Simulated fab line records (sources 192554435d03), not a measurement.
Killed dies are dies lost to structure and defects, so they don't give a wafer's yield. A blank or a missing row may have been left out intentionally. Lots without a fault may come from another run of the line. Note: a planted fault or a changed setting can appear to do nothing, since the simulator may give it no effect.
Matching of chambers / flow n5 finfet / N5_BEOL_M5_CURE_79 on uv cure-03: 3 sister chambers
The step cures SiCOH lowk, time 240 s. 3 wafers are shown with their chamber, then 8 later ones without.

WAFERS WITH THEIR CHAMBER
wafer=L078.6; chamber=2; wafer_temp_C_max=387.6
wafer=L085.6; chamber=0; wafer_temp_C_max=386.6
wafer=L088.1; chamber=1; wafer_temp_C_max=385.9

WAFERS MISSING THEIR CHAMBER
wafer=L088.2; wafer_temp_C_max=385.8
wafer=L088.5; wafer_temp_C_max=386.3
wafer=L095.2; wafer_temp_C_max=386.6
wafer=L095.5; wafer_temp_C_max=386.4
wafer=L095.6; wafer_temp_C_max=386.8
wafer=L097.2; wafer_temp_C_max=387.4
wafer=L097.4; wafer_temp_C_max=388.3
wafer=L097.6; wafer_temp_C_max=388.2

WHICH CHAMBER EACH ONE RAN IN
wafer=L088.2; from the rows above=can't be placed: 1 or 0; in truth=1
wafer=L088.5; from the rows above=can't be placed: 0 or 1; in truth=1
wafer=L095.2; from the rows above=can't be placed: 0 or 1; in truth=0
wafer=L095.5; from the rows above=can't be placed: 0 or 1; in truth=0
wafer=L095.6; from the rows above=can't be placed: 0 or 2 or 1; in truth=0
wafer=L097.2; from the rows above=can't be placed: 2 or 0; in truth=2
wafer=L097.4; from the rows above=2; in truth=2
wafer=L097.6; from the rows above=2; in truth=2
Placed correctly: 2 of 8. Can't be placed from these rows: 6 (the true chamber is among the candidates in 6). 0 placed wrongly.
How it was worked out, from the rows above alone: a wafer's distance from a chamber is the root of the sum, over the readings, of the square of ((its reading less the chamber's mean) divided by the reading's scatter). If the next closest chamber is less than 2 further off than the closest, the wafer can't be placed; otherwise it belongs to the closest. A chamber's mean is the mean of its shown wafers. The scatter: with one shown wafer a chamber, the root of the mean of the squares of how far each hidden wafer lies from its nearest shown one.
